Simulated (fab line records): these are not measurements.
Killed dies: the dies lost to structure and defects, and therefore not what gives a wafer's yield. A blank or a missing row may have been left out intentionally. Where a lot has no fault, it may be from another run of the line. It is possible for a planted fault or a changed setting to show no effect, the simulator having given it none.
Matching of chambers | flow n5Finfet | N5_BEOL_M1_VIA_ETCH_34 on rieDiel-04 has 4 sister chambers
The step etches the open film in C4F6/O2, target depth 67.8 nm, time 64.4 s. 4 wafers are shown with their chamber, then 8 later ones without.

## WAFERS, EACH WITH ITS CHAMBER
wafer  | chamber | throttleValvePct (%)
L088.3 | 2       | 30.73
L090.1 | 0       | 31.18
L090.2 | 3       | 30.77
L091.1 | 1       | 30.75

## WAFERS MISSING THEIR CHAMBER
wafer  | throttleValvePct (%)
L091.3 | 30.74
L091.6 | 31.17
L094.2 | 31.18
L094.3 | 30.76
L094.6 | 30.74
L095.2 | 30.73
L095.4 | 30.79
L095.5 | 31.18

## EACH ONE'S CHAMBER
wafer  | from the rows above     | in truth
L091.3 | can't be placed: 2 or 1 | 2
L091.6 | 0                       | 0
L094.2 | 0                       | 0
L094.3 | can't be placed: 3 or 1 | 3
L094.6 | can't be placed: 2 or 1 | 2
L095.2 | 2                       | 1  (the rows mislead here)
L095.4 | 3                       | 3
L095.5 | 0                       | 0
4 of 8 placed correctly. Can't be placed from these rows: 3 (the true chamber is among the candidates in 3). Placed wrongly: 1.
How it was worked out, from the rows above alone: a wafer's distance from a chamber is the root of the sum, over the readings, of the square of ((its reading less the chamber's mean) divided by the reading's scatter). If the next closest chamber is less than 2 further off than the closest, the wafer can't be placed; otherwise it belongs to the closest. For every chamber, the mean is computed from those of its wafers that are shown. The scatter (one wafer shown for each chamber): square how far every hidden wafer sits from the nearest shown wafer, average those squares and take the square root.
